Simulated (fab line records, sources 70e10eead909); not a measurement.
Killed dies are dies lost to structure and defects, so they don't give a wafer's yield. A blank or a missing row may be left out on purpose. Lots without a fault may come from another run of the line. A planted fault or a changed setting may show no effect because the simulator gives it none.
Chamber matching | flow nand_harc | NHARC_A_M0_STRIP_18 on rie_diel-13: 4 sister chambers
The step strips in N2/H2. 22 wafers are shown with their chamber, then 11 later ones without.

WAFERS WITH THEIR CHAMBER
wafer  | chamber | oes_product_au (a.u.) | rf_vpp_V (V) | throttle_valve_pct (%)
L075.1 | 1       | 1.006                 | 89.5         | 14.163
L075.3 | 0       | 0.989                 | 90.5         | 14.176
L075.5 | 0       | 0.996                 | 90.4         | 14.167
L077.2 | 3       | 0.992                 | 91.4         | 14.174
L077.4 | 2       | 1.007                 | 91.4         | 14.183
L077.6 | 3       | 0.988                 | 89.9         | 14.163
L079.1 | 0       | 1.006                 | 91.3         | 14.164
L079.2 | 1       | 1.009                 | 91.3         | 14.175
L079.3 | 2       | 0.992                 | 91.5         | 14.162
L080.1 | 0       | 1.002                 | 90.3         | 14.187
L080.2 | 1       | 0.994                 | 89.7         | 14.169
L080.6 | 0       | 0.993                 | 88.6         | 14.165
L081.1 | 2       | 0.994                 | 91.0         | 14.176
L081.3 | 1       | 1.000                 | 89.7         | 14.165
L081.5 | 1       | 1.009                 | 89.7         | 14.156
L085.1 | 0       | 0.988                 | 90.5         | 14.159
L085.4 | 1       | 1.011                 | 89.5         | 14.172
L085.5 | 0       | 0.997                 | 90.4         | 14.169
L086.1 | 2       | 0.993                 | 90.4         | 14.153
L086.2 | 3       | 0.981                 | 89.2         | 14.179
L086.5 | 3       | 0.989                 | 88.9         | 14.185
L090.1 | 3       | 0.995                 | 88.6         | 14.175

SIGNATURES (means of the wafers above)
reading            | chamber 0 | chamber 1 | chamber 2 | chamber 3 | scatter within a chamber
oes_product_au     | 0.99586   | 1.00483   | 0.99650   | 0.98900   | 0.00638
rf_vpp_V           | 90.286    | 89.900    | 91.075    | 89.600    | 0.82
throttle_valve_pct | 14.16957  | 14.16667  | 14.16850  | 14.17520  | 0.00931
Rule: a wafer's distance from a chamber is the root of the sum, over the readings, of the square of ((its reading less the chamber's mean) divided by the reading's scatter). The wafer belongs to the nearest chamber; if the next one is less than 2 further off, it can't be placed. The scatter: the root of (the sum of the squares of (reading less its chamber's mean) over the shown wafers, divided by (wafers less chambers)).

WAFERS WITHOUT THEIR CHAMBER
wafer  | oes_product_au (a.u.) | rf_vpp_V (V) | throttle_valve_pct (%)
L090.3 | 0.998                 | 91.2         | 14.167
L090.6 | 0.991                 | 90.4         | 14.197
L092.2 | 1.005                 | 90.7         | 14.152
L092.3 | 0.985                 | 89.3         | 14.183
L092.4 | 1.000                 | 91.4         | 14.164
L093.1 | 1.006                 | 89.2         | 14.170
L093.3 | 1.005                 | 89.7         | 14.174
L093.4 | 1.001                 | 87.6         | 14.161
L095.1 | 0.999                 | 90.8         | 14.176
L095.2 | 1.001                 | 90.2         | 14.177
L095.5 | 1.010                 | 91.8         | 14.164

WHICH CHAMBER EACH WENT THROUGH
wafer  | from the rows above               | in truth
L090.3 | can't be placed: 2 or 0 or 1      | 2
L090.6 | can't be placed: 3 or 0 or 2 or 1 | 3
L092.2 | can't be placed: 1 or 2 or 0 or 3 | 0
L092.3 | can't be placed: 3 or 0           | 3
L092.4 | can't be placed: 2 or 0 or 1      | 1
L093.1 | can't be placed: 1 or 0 or 2 or 3 | 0
L093.3 | can't be placed: 1 or 0 or 2 or 3 | 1
L093.4 | can't be placed: 1 or 3 or 0 or 2 | 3
L095.1 | can't be placed: 2 or 0 or 1 or 3 | 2
L095.2 | can't be placed: 0 or 1 or 2 or 3 | 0
L095.5 | can't be placed: 2 or 1 or 0      | 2
Placed correctly: 0 of 11. Can't be placed from these rows: 11 (the true chamber is among the candidates in 11). Placed wrongly: 0.
